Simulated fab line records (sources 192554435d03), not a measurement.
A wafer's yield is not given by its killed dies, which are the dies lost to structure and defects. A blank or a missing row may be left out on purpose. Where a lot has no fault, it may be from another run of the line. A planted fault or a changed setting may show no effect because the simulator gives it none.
fab line records	flow n5_finfet
[record] lots = 11	wafers = 27	last_day = 17
route steps=1938 shown HKMG_FIN@434 BEOL_M4@1111 PASSIVATION@1936
lots that met no fault: from a run of the same line without faults
start_h: hours from the record's first day to the start of the lot's first wafer shown	wait_h: hours from the lot's prior step to this one	" same as the row above	L1.1+2: a row that stands for several wafers	- no value, or no start given	* or withheld: withheld	< > ~ a bound
route shown NAME@n: NAME is a module with steps in the file, n the number in the route of the first one	usual: mean and standard deviation over wafers with no fault	same: alike in all rows	chamber/n: place in a boat	sites: each site's reading	_std_site: the standard deviation of these	_edge_site: the outer-site mean with the inner-site mean subtracted	radius_mm: for every site, how far away it sits from the centre of the wafer	mask NAME#n: copy n	behind: tool/chamber where the wafer was last shaped	hold: why the lot was held/for how many hours/how that ended	device: the n, p or np transistor that did not switch	end of line: the tests these same wafers got at the end of their route	a step given without rows: its recipe and nothing more	killed: at the first sort, the dies lost to defects and structure; wafer yield is something else	map: a wafer's dies, x killed, . not, _ none there
set.NAME: the setting the step ran with; set.NAME@STEP: the setting that earlier step ran with	model.NAME: the simulator's own value behind a step, which no gauge read
the route's steps for a sample of lots (tables are steps, rows are wafers)
services: when a tool's chamber went out of use (start_h, in hours from the record's first day, below 0 if earlier), for how many hours, and the reason
[[steps]]
[step N5_HKMG_FIN_ETCH_31]
[recipe] chemistry = CF4	target = SiARC	target_depth_a = 455	mask_material = CAR-ArF	time_s = 75.8	ion_energy_ev = 80	pressure_mtorr = 40	source_w = 545	bias_w = 36	Ar_flow_sccm = 100	cf4_flow_sccm = 100	ends = cleared
[usual] drypump_motor_current_A = 5.7/0.45	etch_rf_on_time_s = 76/3.4	oes_product_au = 0.67/0.083	rf_vpp_V = 183.9/1.4	showerhead_plenum_p_Torr = 2.13/0.092	throttle_valve_pct = 15.64/0.25
lot.wafer	tool	chamber	start_h	wait_h	drypump_motor_current_A	etch_rf_on_time_s	oes_product_au	rf_hours_counter_h	rf_vpp_V	showerhead_plenum_p_Torr	throttle_valve_pct
L700.1	rie_diel-03	2	80.45	0.0	5.6	78	0.67	99	184.0	2.18	15.70
L700.4	"	0	"	"	5.4	81	0.59	204	183.0	2.02	15.69
L701.1	rie_diel-02	2	86.78	0.0	5.3	71	0.61	257	181.5	2.05	16.11
L701.4	"	2	"	"	5.3	72	0.62	-	182.5	2.05	16.13
L701.6	"	3	"	"	6.4	74	0.75	-	185.7	2.18	15.37
L703.1	rie_diel-01	3	100.67	0.0	5.8	73	0.63	177	184.0	2.22	15.97
L703.3	"	1	"	"	6.1	79	0.63	156	184.7	2.12	15.51
L703.4	"	0	"	"	5.8	82	0.60	161	183.8	2.24	15.83
L705.1	rie_diel-01	0	111.49	0.0	5.8	83	0.60	166	184.8	2.24	15.82
L705.3	"	2	"	"	5.2	73	0.80	21	181.9	2.08	15.17
L705.6	"	0	"	"	5.8	83	0.60	-	184.5	2.24	15.82
L706.4	rie_diel-02	3	116.70	0.0	6.4	73	0.74	-	183.9	2.17	15.40
L706.5	"	0	"	"	5.0	78	0.61	-	181.8	2.04	15.79
L709.1	rie_diel-01	3	135.30	0.0	5.8	73	0.61	188	186.4	2.21	16.01
L709.3	"	2	"	"	5.2	72	0.79	31	184.3	2.08	15.19
L709.4	"	0	"	"	5.8	82	0.60	174	184.4	2.24	15.84
L710.1	rie_diel-02	2	141.83	0.0	5.3	72	0.81	9	184.5	2.30	15.62
L710.3	"	1	"	"	5.9	78	0.58	242	182.7	2.03	15.85
L710.5	"	0	"	"	5.1	79	0.60	-	183.3	2.03	15.81
L711.1	rie_diel-02	2	149.80	0.0	5.3	71	0.80	13	185.2	2.30	15.62
L711.5	"	2	"	"	5.3	72	0.80	-	185.9	2.30	15.63
L714.2	rie_diel-02	3	165.21	0.0	6.4	73	0.74	75	183.2	2.17	15.43
L714.6	"	1	"	"	5.9	77	0.57	-	181.7	2.02	15.87
L715.5	rie_diel-02	2	170.07	0.0	5.3	71	0.79	-	186.9	2.30	15.64
L715.6	"	1	"	"	5.9	77	0.58	-	181.3	2.02	15.87
L716.5	rie_diel-02	0	179.58	0.0	5.0	77	0.60	-	181.4	2.03	15.85
L716.6	"	3	"	"	6.4	73	0.72	-	185.4	2.17	15.43
[step N5_HKMG_FIN_STRIP_89]
[recipe] chemistry = N2/H2	material = SOC	time_s = 20	power_w = 500	temp_c = 40	pressure_mtorr = 50	rf_frequency_hz = 6e+07	bias_power_w = 8	h2_frac = 0.5	n2_flow_sccm = 300	h2_flow_sccm = 300
[usual] drypump_motor_current_A = 5.7/0.43	oes_product_au = 0.79/0.099	rf_vpp_V = 54.1/0.8	showerhead_plenum_p_Torr = 3.35/0.11	throttle_valve_pct = 19.0/0.39
lot.wafer	tool	chamber	start_h	wait_h	drypump_motor_current_A	oes_product_au	rf_hours_counter_h	rf_vpp_V	showerhead_plenum_p_Torr	throttle_valve_pct
L700.1	rie_diel-01	0	81.79	0.0	5.8	0.70	155	54.5	3.50	18.7
L700.4	"	1	"	"	6.1	0.76	150	55.4	3.37	18.8
L701.1	rie_diel-02	0	88.12	0.0	5.1	0.71	184	54.5	3.22	19.5
L701.4	"	0	"	"	5.0	0.72	-	53.5	3.22	19.4
L701.6	"	2	"	"	5.3	0.72	-	53.0	3.18	19.7
L703.1	rie_diel-03	3	102.01	0.0	6.0	0.87	40	54.6	3.41	18.9
L703.3	"	1	"	"	6.2	0.71	226	54.3	3.30	19.1
L703.4	"	2	"	"	5.6	0.76	107	53.7	3.35	18.4
L705.1	rie_diel-01	0	112.83	0.0	5.8	0.69	166	54.7	3.50	18.7
L705.3	"	2	"	"	5.1	0.95	22	52.0	3.27	18.3
L705.6	"	2	"	"	5.1	0.96	-	53.9	3.27	18.3
L706.4	rie_diel-02	2	118.02	0.0	5.3	1.02	1	53.6	3.59	19.2
L706.5	"	2	"	"	5.3	1.00	-	54.6	3.59	19.2
L709.1	rie_diel-02	0	136.65	0.0	5.1	0.70	204	53.0	3.21	19.5
L709.3	"	1	"	"	5.9	0.68	239	54.4	3.18	18.9
L709.4	"	2	"	"	5.3	0.97	7	56.2	3.59	19.2
L710.1	rie_diel-01	2	143.18	0.0	5.1	0.94	34	54.5	3.27	18.3
L710.3	"	0	"	"	5.8	0.68	178	54.7	3.49	18.7
L710.5	"	3	"	"	5.8	0.72	-	53.9	3.47	19.7
L711.1	rie_diel-01	2	151.15	0.0	5.1	0.93	38	53.3	3.26	18.3
L711.5	"	1	"	"	6.1	0.73	-	54.0	3.36	18.8
L714.2	rie_diel-02	0	166.56	0.0	5.1	0.69	216	53.8	3.20	19.5
L714.6	"	3	"	"	6.4	0.84	-	54.7	3.42	19.1
L715.5	rie_diel-03	3	171.51	0.0	6.0	0.83	-	53.1	3.39	18.9
L715.6	"	2	"	"	5.6	0.73	-	54.3	3.33	18.4
L716.5	rie_diel-01	1	180.95	0.0	6.1	0.72	-	54.0	3.35	18.8
L716.6	"	2	"	"	5.1	0.90	-	54.2	3.26	18.3
[step N5_HKMG_FIN_COAT_66]
[recipe] resist = SOC	temp_c = 250	time_s = 60	spin_rpm = 1500	resist_thk_nm = 300
[usual] heater_power_total_W = 500.4/2	run_length_s = 66.15/0.19
lot.wafer	tool	chamber	start_h	wait_h	heater_power_total_W	run_length_s
L700.1	litho_track-03	0	82.74	0.2	498.5	65.95
L700.4	"	0	"	"	497.4	65.90
L701.1	litho_track-05	0	89.08	0.2	497.6	65.86
L701.4	"	0	"	"	502.9	65.85
L701.6	"	0	"	"	500.5	66.03
L703.1	litho_track-01	0	102.97	0.2	501.9	66.20
L703.3	"	0	"	"	497.8	66.50
L703.4	"	0	"	"	498.5	66.24
L705.1	litho_track-01	0	113.78	0.2	497.9	66.63
L705.3	"	0	"	"	499.5	66.36
L705.6	"	0	"	"	500.0	66.27
L706.4	litho_track-01	0	118.99	0.2	500.0	66.15
L706.5	"	0	"	"	498.8	66.27
L709.1	litho_track-05	0	137.60	0.2	502.3	65.98
L709.3	"	0	"	"	503.0	65.77
L709.4	"	0	"	"	497.5	65.82
L710.1	litho_track-01	0	144.13	0.2	497.4	66.16
L710.3	"	0	"	"	498.4	66.16
L710.5	"	0	"	"	499.2	66.25
L711.1	litho_track-01	0	152.33	0.2	502.8	66.16
L711.5	"	0	"	"	497.4	66.16
L714.2	litho_track-01	0	167.51	0.2	546.9	58.59
L714.6	"	0	"	"	545.2	58.51
L715.5	litho_track-01	0	172.44	0.0	498.4	66.31
L715.6	"	0	"	"	546.7	58.70
L716.5	litho_track-01	0	181.88	0.0	502.7	66.54
L716.6	"	0	"	"	540.9	58.57
[step N5_HKMG_FIN_STRIP_69]
[recipe] chemistry = N2/H2	power_w = 2500	temp_c = 300	h2_frac = 0.65	time_s = 360	pressure_mtorr = withheld	n2_flow_sccm = 1750	h2_flow_sccm = 3250
[usual] drypump_motor_current_A = 5.5/0.46	heater_power_w = 524/41
lot.wafer	tool	chamber	start_h	wait_h	drypump_motor_current_A	heater_power_w	rf_hours_counter_h
L700.1	plasma_asher-02	0	83.16	0.1	5.7	469	93
L700.4	"	0	"	"	5.7	489	-
L701.1	plasma_asher-02	1	89.50	0.1	6.3	509	94
L701.4	"	1	"	"	6.3	500	-
L701.6	"	0	"	"	5.7	472	-
L703.1	plasma_asher-01	0	103.40	0.1	4.9	588	39
L703.3	"	1	"	"	5.5	500	-
L703.4	"	0	"	"	4.9	597	-
L705.1	plasma_asher-01	1	114.21	0.1	5.5	502	42
L705.3	"	1	"	"	5.5	516	-
L705.6	"	1	"	"	5.5	512	-
L706.4	plasma_asher-01	0	119.64	0.2	4.9	575	-
L706.5	"	0	"	"	5.0	578	-
L709.1	plasma_asher-02	0	138.02	0.1	5.7	485	105
L709.3	"	1	"	"	6.3	491	-
L709.4	"	0	"	"	5.7	473	-
L710.1	plasma_asher-01	1	144.55	0.1	5.5	501	47
L710.3	"	0	"	"	5.0	580	-
L710.5	"	1	"	"	5.4	504	-
L711.1	plasma_asher-01	1	153.07	0.1	5.5	514	49
L711.5	"	0	"	"	5.0	582	-
L714.2	plasma_asher-02	1	167.93	0.1	6.3	499	111
L714.6	"	0	"	"	5.7	468	-
L715.5	plasma_asher-01	0	173.42	0.3	5.0	580	-
L715.6	"	1	"	"	5.5	506	-
L716.5	plasma_asher-02	1	182.53	0.3	6.3	498	-
L716.6	"	0	"	"	5.7	488	-
[step N5_BEOL_M4_RC_MEAS_101]
[usual] DIBL_N = 36.6/2.3	DIBL_P = 36.3/2.8	IOFF_N = 0.17/0.047	IOFF_P = 0.22/0.048	ION_N = 676/14	ION_P = 463/9.4	SS_N = 71.6/0.84	SS_P = 73.4/0.85	VT_N = 249/3.7	VT_P = -249/3.6
lot.wafer	tool	chamber	start_h	wait_h	DIBL_N[mV/V]	DIBL_P[mV/V]	IOFF_N[nA/um]	IOFF_P[nA/um]	ION_N[uA/um]	ION_P[uA/um]	SS_N[mV/dec]	SS_P[mV/dec]	VT_N[mV]	VT_P[mV]
L701.1	prober-02	0	172.33	0.0	39.8	40.1	0.27	0.34	711	485	72.3	74.3	239	-244
L701.4	"	0	"	"	37.6	37.1	0.19	0.26	672	471	71.8	73.2	248	-245
L701.6	"	0	"	"	38.7	38.1	0.21	0.27	676	470	71.5	73.4	245	-247
L700.1	prober-01	0	179.42	0.0	36.9	36.2	0.16	0.22	660	461	71.9	73.2	249	-249
L700.4	"	0	"	"	35.2	33.8	0.14	0.19	671	462	71.6	72.3	254	-254
L703.1	prober-02	0	188.09	0.0	36.2	36.8	0.14	0.19	661	457	70.4	74.2	252	-254
L703.3	"	0	"	"	36.8	38.0	0.16	0.21	674	462	71.6	73.8	249	-251
L703.4	"	0	"	"	40.1	39.1	0.21	0.23	681	452	71.8	74.6	246	-253
L705.1	prober-02	0	204.35	0.0	34.6	32.4	0.12	0.14	672	458	71.3	72.5	255	-256
L705.3	"	0	"	"	39.8	40.0	0.20	0.24	696	465	72.4	74.5	250	-250
L705.6	"	0	"	"	39.2	39.3	0.18	0.23	694	469	72.4	74.1	248	-251
L706.4	prober-01	0	206.33	0.5	34.9	34.5	0.15	0.22	683	473	70.9	72.8	246	-246
L706.5	"	0	"	"	33.2	32.8	0.12	0.19	672	470	70.8	72.7	253	-249
L709.1	prober-01	0	228.44	0.0	36.1	36.6	0.14	0.20	670	461	70.8	73.4	250	-250
L709.3	"	0	"	"	32.4	30.0	0.09	0.12	662	453	70.4	71.4	257	-257
L709.4	"	0	"	"	36.0	36.9	0.15	0.21	692	468	70.9	72.8	249	-250
L710.1	prober-02	0	228.71	0.0	36.1	35.7	0.15	0.18	656	448	71.1	72.7	253	-253
L710.3	"	0	"	"	36.9	35.5	0.17	0.18	689	466	71.6	73.2	248	-249
L710.5	"	0	"	"	37.1	34.7	0.17	0.16	647	437	73.2	72.6	253	-255
L711.1	prober-01	0	238.23	0.0	37.7	37.3	0.18	0.24	692	473	71.2	73.7	245	-247
L711.5	"	0	"	"	38.0	38.8	0.21	0.26	684	469	71.5	73.6	243	-245
L715.5	prober-01	0	256.92	0.6	34.6	34.2	0.14	0.18	661	447	70.8	72.3	251	-250
L715.6	"	0	"	"	34.8	35.1	0.16	0.19	691	467	71.2	73.3	248	-247
L714.2	prober-02	0	261.61	0.2	37.3	37.2	0.17	0.24	676	465	72.1	73.3	251	-246
L714.6	"	0	"	"	36.7	37.9	0.19	0.27	686	475	71.2	73.4	244	-245
L716.5	prober-02	0	266.23	0.6	37.3	36.9	0.20	0.24	683	471	72.7	74.1	247	-248
L716.6	"	0	"	"	42.6	43.4	0.35	0.38	688	469	73.6	75.7	239	-240
[step N5_PASSIVATION_PROBE_49]
[usual] defect_limited_yield = 91.5/1.5	killed_at_M0_to_M3 = 33/9.9	killed_at_M4_up = 14/5.2	killed_at_contacts = 11/5.2	killed_at_front_end = 38/10	killed_at_other = 4/3.5	killed_dies = 100/18	killed_open = 66/14	killed_short = 32/6.9	sort_bin_4_leakage = 0.00/0.027	sort_bin_5_function = 5.0/1	sort_bin_6_memory = 3.1/0.69	sort_bin_8_speed = 0.03/0.26	sort_n_pass = 1080/18	sort_yield_pct = 91.5/1.5
[same] gross_dies = 1180	killed_at_back_side = 0
lot.wafer	tool	chamber	start_h	wait_h	defect_limited_yield[%]	killed_at_M0_to_M3	killed_at_M4_up	killed_at_contacts	killed_at_front_end	killed_at_other	killed_dies	killed_open	killed_short	sort_bin_4_leakage[%]	sort_bin_5_function[%]	sort_bin_6_memory[%]	sort_bin_8_speed[%]	sort_n_pass	sort_yield_pct[%]
L701.1	prober-01	-	276.72	0.0	93.6	17	13	2	38	5	75	43	31	0	3.5	2.7	0	1105	93.6
L701.4	prober-01	-	276.87	0.2	94.3	20	8	3	31	5	67	40	27	0	3.6	1.9	0	1113	94.3
L701.6	prober-01	-	276.97	0.3	91.9	26	18	12	37	2	95	65	30	0	5.0	2.7	0	1085	91.9
L700.1	prober-02	-	287.44	0.0	89.7	48	19	9	30	15	121	84	36	0	6.1	4.1	0	1059	89.7
L700.4	prober-02	-	287.59	0.2	91.0	32	19	10	38	7	106	71	35	0	4.8	4.0	0	1074	91.0
L703.1	prober-01	-	297.51	0.0	92.7	23	8	14	37	4	86	57	28	0	4.6	2.5	0	1094	92.7
L703.3	prober-01	-	297.61	0.1	91.0	36	16	21	32	1	106	72	34	0	5.8	3.0	0	1074	91.0
L703.4	prober-01	-	297.66	0.2	92.0	37	11	13	28	5	94	60	34	0	4.7	2.8	0	1086	92.0
L706.4	prober-02	-	324.38	0.2	90.8	30	13	5	52	8	108	67	34	0	5.3	2.8	0	1072	90.8
L706.5	prober-02	-	324.43	0.2	89.7	36	15	6	52	12	121	87	22	0	6.0	3.6	0	1059	89.7
L705.1	prober-02	-	333.61	0.1	93.1	25	11	8	37	1	82	51	31	0	3.6	2.9	0	1098	93.1
L705.3	prober-02	-	333.71	0.2	91.3	31	15	12	44	1	103	68	29	0	5.1	2.9	0	1077	91.3
L705.6	prober-02	-	333.86	0.4	91.4	50	16	3	32	1	102	59	37	0	5.1	2.9	0	1078	91.4
L709.1	prober-01	-	347.04	0.0	89.7	29	12	25	53	2	121	85	35	0	6.1	3.7	0	1059	89.7
L709.3	prober-01	-	347.14	0.1	90.0	37	11	20	48	2	118	75	43	0	6.1	3.5	0	1062	90.0
L709.4	prober-01	-	347.19	0.2	88.3	38	17	16	66	1	138	82	48	0	6.4	4.0	0	1042	88.3
L711.1	prober-02	-	347.61	0.0	93.1	25	10	3	35	8	81	40	34	0	3.6	2.5	0	1099	93.1
L711.5	prober-02	-	347.81	0.2	93.7	28	13	7	25	1	74	46	27	0	3.6	2.5	0	1106	93.7
L710.1	prober-02	-	348.20	0.0	92.1	31	9	4	45	4	93	57	24	0	4.7	2.3	0	1087	92.1
L710.3	prober-02	-	348.30	0.1	91.2	34	15	10	30	15	104	70	25	0	5.8	3.1	0	1076	91.2
L710.5	prober-02	-	348.40	0.2	92.1	39	16	9	18	11	93	61	22	0	5.3	2.6	0.17	1085	91.9
L715.5	prober-01	-	365.42	0.2	93.1	26	10	7	33	5	81	56	24	0	3.6	3.0	0	1099	93.1
L715.6	prober-01	-	365.47	0.3	92.6	21	13	20	28	5	87	59	26	0	4.2	2.9	0	1093	92.6
L714.2	prober-01	-	375.10	0.1	89.6	49	15	25	30	4	123	91	32	0	6.3	3.9	0	1057	89.6
L714.6	prober-01	-	375.30	0.3	91.4	13	16	15	52	5	101	68	31	0	4.1	4.2	0	1079	91.4
L716.5	prober-02	-	405.03	0.2	91.9	32	19	8	34	3	96	63	31	0	4.6	2.8	0	1084	91.9
L716.6	prober-02	-	405.08	0.3	90.5	43	15	10	43	1	112	60	40	1.44	5.2	3.4	0	1051	89.1
// killed by level:class
L701.1 FIN_SAQP:geometric_particle:short=10 FIN_SAQP:geometric_particle:open=7 STI_FIN_REVEAL:geometric_particle:open=6 BEOL_M0_SAQP:geometric_particle:open=6 BEOL_M5:geometric_particle:open=5 DUMMY_GATE:geometric_particle:open=4 BEOL_M2:geometric_particle:short=4 BEOL_M4:geometric_particle:open=4
L701.4 FIN_SAQP:geometric_particle:open=8 FIN_SAQP:geometric_particle:short=6 STI_FIN_REVEAL:geometric_particle:open=4 BEOL_M0_SAQP:geometric_particle:open=4 BEOL_M0_SAQP:geometric_particle:short=3 BEOL_M1:geometric_particle:open=3 BEOL_M3:geometric_particle:open=3 MIM_TOP_ETCH:geometric_particle:short=3
L701.6 FIN_SAQP:geometric_particle:short=11 BEOL_M3:geometric_particle:open=11 MOL_CONTACT_COAG:geometric_particle:open=10 FIN_SAQP:geometric_particle:open=8 BEOL_M4:geometric_particle:open=8 STARTING-WAFER:geometric_particle:open=6 BEOL_M0_SAQP:geometric_particle:open=4 STARTING-WAFER:geometric_particle:short=4
L700.1 BEOL_M0_SAQP:geometric_particle:open=11 STI_FIN_REVEAL:geometric_particle:open=10 BEOL_M2:geometric_particle:open=10 FIN_SAQP:geometric_particle:open=9 BEOL_M4:geometric_particle:open=9 MOL_CONTACT_COAG:geometric_particle:open=8 BEOL_M0_SAQP:geometric_particle:short=6 BEOL_M1:geometric_particle:open=6
L700.4 FIN_SAQP:geometric_particle:short=11 FIN_SAQP:geometric_particle:open=8 MOL_CONTACT_COAG:geometric_particle:open=8 BEOL_M0_SAQP:geometric_particle:open=6 STI_FIN_REVEAL:geometric_particle:open=6 BEOL_M0_SAQP:geometric_particle:short=6 BEOL_M4:geometric_particle:open=6 BEOL_M5:geometric_particle:open=5
L703.1 MOL_CONTACT_COAG:geometric_particle:open=10 FIN_SAQP:geometric_particle:open=9 BEOL_M0_SAQP:geometric_particle:open=7 BEOL_M0_SAQP:geometric_particle:short=7 GATE_CUT:geometric_particle:open=6 STARTING-WAFER:geometric_particle:short=6 BEOL_M2:geometric_particle:open=5 DUMMY_GATE:geometric_particle:open=4
L703.3 MOL_CONTACT_COAG:geometric_particle:open=17 BEOL_M1:geometric_particle:open=10 FIN_SAQP:geometric_particle:short=9 BEOL_M0_SAQP:geometric_particle:short=7 DUMMY_GATE:geometric_particle:open=6 BEOL_M0_SAQP:geometric_particle:open=5 BEOL_M0:geometric_particle:open=5 BEOL_M4:geometric_particle:open=5
L703.4 MOL_CONTACT_COAG:geometric_particle:open=9 BEOL_M0_SAQP:geometric_particle:open=9 BEOL_M2:geometric_particle:open=9 BEOL_M0_SAQP:geometric_particle:short=7 GATE_CUT:geometric_particle:short=6 BEOL_M1:geometric_particle:open=6 FIN_SAQP:geometric_particle:short=4 STI_FIN_REVEAL:geometric_particle:open=4
L706.4 BEOL_M3:geometric_particle:open=10 DUMMY_GATE:geometric_particle:open=9 FIN_SAQP:geometric_particle:short=8 BEOL_M0_SAQP:geometric_particle:short=7 HKMG_FIN:area_etch=7 FIN_SAQP:geometric_particle:open=6 MOL_CONTACT_COAG:geometric_particle:open=5 BEOL_M0_SAQP:geometric_particle:open=5
L706.5 FIN_SAQP:geometric_particle:open=18 BEOL_M3:geometric_particle:open=16 STI_FIN_REVEAL:geometric_particle:open=9 PASSIVATION:area_etch=7 FIN_SAQP:geometric_particle:short=6 BEOL_M0_SAQP:geometric_particle:open=6 BEOL_M1:geometric_particle:open=6 MOL_CONTACT_COAG:geometric_particle:open=5
L705.1 FIN_SAQP:geometric_particle:open=9 BEOL_M0_SAQP:geometric_particle:short=7 FIN_SAQP:geometric_particle:short=6 MOL_CONTACT_COAG:geometric_particle:open=6 BEOL_M0_SAQP:geometric_particle:open=6 BEOL_M3:geometric_particle:open=6 GATE_CUT:geometric_particle:short=5 STI_FIN_REVEAL:geometric_particle:open=4
L705.3 FIN_SAQP:geometric_particle:open=14 MOL_CONTACT_COAG:geometric_particle:open=12 BEOL_M4:geometric_particle:open=12 BEOL_M0_SAQP:geometric_particle:short=9 FIN_SAQP:geometric_particle:short=7 DUMMY_GATE:geometric_particle:open=6 BEOL_M0_SAQP:geometric_particle:open=6 HKMG_FIN:area_etch=6
L705.6 BEOL_M0_SAQP:geometric_particle:open=26 BEOL_M0_SAQP:geometric_particle:short=22 FIN_SAQP:geometric_particle:open=9 BEOL_M4:geometric_particle:open=7 HKMG_FIN:area_etch=6 FIN_SAQP:geometric_particle:short=5 STI_FIN_REVEAL:geometric_particle:open=4 ILD0:geometric_particle:short=3
L709.1 MOL_CONTACT_COAG:geometric_particle:open=21 STI_FIN_REVEAL:geometric_particle:open=14 BEOL_M3:geometric_particle:open=8 GATE_CUT:geometric_particle:open=6 BEOL_M0_SAQP:geometric_particle:open=6 FIN_SAQP:geometric_particle:open=5 FIN_SAQP:geometric_particle:short=5 DUMMY_GATE:geometric_particle:open=5
L709.3 STI_FIN_REVEAL:geometric_particle:open=18 MOL_CONTACT_COAG:geometric_particle:open=14 BEOL_M0_SAQP:geometric_particle:short=11 BEOL_M1:geometric_particle:open=11 BEOL_M0_SAQP:geometric_particle:open=10 STI_FIN_REVEAL:geometric_particle:short=7 MOL_CONTACT_COAG:geometric_particle:short=6 FIN_SAQP:geometric_particle:short=5
L709.4 FIN_SAQP:geometric_particle:open=18 FIN_SAQP:geometric_particle:short=16 MOL_CONTACT_COAG:geometric_particle:open=13 BEOL_M3:geometric_particle:open=13 STI_FIN_REVEAL:geometric_particle:open=8 GATE_CUT:geometric_particle:short=6 BEOL_M2:geometric_particle:open=6 BEOL_M3:geometric_particle:short=6
L711.1 FIN_SAQP:geometric_particle:short=8 BEOL_M2:geometric_particle:open=6 HKMG_FIN:area_etch=6 BEOL_M0_SAQP:geometric_particle:open=5 BEOL_M0_SAQP:geometric_particle:short=5 BEOL_M1:geometric_particle:open=5 GATE_CUT:geometric_particle:short=4 PASS1_CAP:geometric_particle:short=4
L711.5 BEOL_M2:geometric_particle:open=9 DUMMY_GATE:geometric_particle:open=7 BEOL_M0_SAQP:geometric_particle:open=6 GATE_CUT:geometric_particle:short=5 MOL_CONTACT_COAG:geometric_particle:open=5 BEOL_M0_SAQP:geometric_particle:short=5 BEOL_M0:geometric_particle:short=3 FIN_SAQP:geometric_particle:open=2
L710.1 STI_FIN_REVEAL:geometric_particle:open=12 HKMG_FIN:area_etch=9 FIN_SAQP:geometric_particle:open=7 BEOL_M0_SAQP:geometric_particle:open=6 BEOL_M1:geometric_particle:short=6 BEOL_M1:geometric_particle:open=6 FIN_SAQP:geometric_particle:short=4 STI_FIN_REVEAL:geometric_particle:short=4
L710.3 MOL_CONTACT_COAG:geometric_particle:open=10 BEOL_M3:geometric_particle:open=9 PASSIVATION:area_etch=9 FIN_SAQP:geometric_particle:open=7 FIN_SAQP:geometric_particle:short=7 BEOL_M1:geometric_particle:open=7 BEOL_M4:geometric_particle:open=7 BEOL_M0_SAQP:geometric_particle:open=4
L710.5 BEOL_M1:geometric_particle:open=13 PASSIVATION:area_etch=9 MOL_CONTACT_COAG:geometric_particle:open=8 BEOL_M4:geometric_particle:open=8 BEOL_M0_SAQP:geometric_particle:open=7 BEOL_M3:geometric_particle:open=7 BEOL_M0_SAQP:geometric_particle:short=6 BEOL_M1:geometric_particle:short=5
L715.5 FIN_SAQP:geometric_particle:open=9 BEOL_M4:geometric_particle:open=7 BEOL_M2:geometric_particle:short=6 BEOL_M3:geometric_particle:open=6 DUMMY_GATE:geometric_particle:open=5 MOL_CONTACT_COAG:geometric_particle:open=5 BEOL_M0_SAQP:geometric_particle:open=5 STI_FIN_REVEAL:geometric_particle:open=4
L715.6 MOL_CONTACT_COAG:geometric_particle:open=14 BEOL_M1:geometric_particle:open=6 BEOL_M0_SAQP:geometric_particle:short=5 BEOL_M4:geometric_particle:open=5 STARTING-WAFER:geometric_particle:open=5 FIN_SAQP:geometric_particle:open=4 STI_FIN_REVEAL:geometric_particle:open=4 DUMMY_GATE:geometric_particle:open=4
L714.2 MOL_CONTACT_COAG:geometric_particle:open=19 BEOL_M0_SAQP:geometric_particle:open=19 BEOL_M4:geometric_particle:open=12 FIN_SAQP:geometric_particle:open=10 BEOL_M0_SAQP:geometric_particle:short=9 FIN_SAQP:geometric_particle:short=7 BEOL_M1:geometric_particle:open=7 STI_FIN_REVEAL:geometric_particle:open=6
L714.6 MOL_CONTACT_COAG:geometric_particle:open=14 FIN_SAQP:geometric_particle:open=13 FIN_SAQP:geometric_particle:short=10 STI_FIN_REVEAL:geometric_particle:open=9 GATE_CUT:geometric_particle:short=5 BEOL_M4:geometric_particle:open=5 STARTING-WAFER:geometric_particle:short=5 GATE_CUT:geometric_particle:open=3
L716.5 STI_FIN_REVEAL:geometric_particle:open=12 BEOL_M2:geometric_particle:open=11 BEOL_M4:geometric_particle:open=8 BEOL_M0_SAQP:geometric_particle:short=7 FIN_SAQP:geometric_particle:short=5 DUMMY_GATE:geometric_particle:open=5 MOL_CONTACT_COAG:geometric_particle:open=5 GATE_CUT:geometric_particle:short=4
L716.6 BEOL_M0_SAQP:geometric_particle:short=13 FIN_SAQP:geometric_particle:open=11 STI_FIN_REVEAL:geometric_particle:open=11 HKMG_FIN:area_etch=10 BEOL_M2:geometric_particle:short=9 MOL_CONTACT_COAG:geometric_particle:open=8 BEOL_M0_SAQP:geometric_particle:open=7 BEOL_M2:geometric_particle:open=7
[[services]]
tool	chamber	start_h	hours	kind
rie_diel-02	2	94.61	-	clean
rie_diel-02	2	94.61	-	consumable_replace:esc
rie_diel-02	2	94.61	-	consumable_replace:focus_ring
rie_diel-02	2	94.61	-	consumable_replace:showerhead
rie_diel-02	2	94.61	22.5	scheduled_down
rie_diel-02	2	94.61	22.5	vent_cycle
rie_diel-01	3	110.08	4.3	repair
rie_diel-03	2	128.56	3.6	repair
rie_diel-02	3	139.10	12.7	repair
rie_diel-01	0	143.26	26.3	repair
plasma_asher-01	-	150.28	1.2	repair
rie_diel-03	1	174.77	-	clean
rie_diel-03	1	174.77	-	consumable_replace:focus_ring
rie_diel-03	1	174.77	17.9	scheduled_down
rie_diel-03	1	174.77	17.9	vent_cycle
rie_diel-02	1	177.05	-	clean
rie_diel-02	1	177.05	-	consumable_replace:focus_ring
rie_diel-02	1	177.05	-	consumable_replace:showerhead
rie_diel-02	1	177.05	17.0	scheduled_down
rie_diel-02	1	177.05	17.0	vent_cycle
plasma_asher-01	-	177.64	3.0	repair
[[key]]
[first_sign] step = N5_HKMG_FIN_COAT_66	reading = run_length_s	direction = down	sigmas = 39	usual = *	struck = *
[effect] step = N5_HKMG_FIN_COAT_66	reading = heater_power_total_W	direction = up	sigmas = 23	usual = *	struck = *
met_at N5_HKMG_FIN_COAT_66
struck_lots L714,L715,L716
struck_wafers L714.2,L714.6,L715.6,L716.6
[baseline_loss] step = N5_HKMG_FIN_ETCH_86	wafers = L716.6
not_acting_at N5_HKMG_FIN_ETCH_31,N5_HKMG_FIN_STRIP_89,N5_HKMG_FIN_STRIP_69
onset_between 152.33 167.51
[fault] kind = process_parameter_drift	tool = litho_track-01	chamber = -	onset_h = 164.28	steps = N5_HKMG_FIN_COAT_66	channel = time_s	offset = *	shape = step	end_h = 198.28	scope = struck_wafers_only	acts_in = *	stated = *
// baseline_loss: these wafers lose ten dies or more at that step, a loss of the line's own and not of a fault; the sort's usual values leave them out
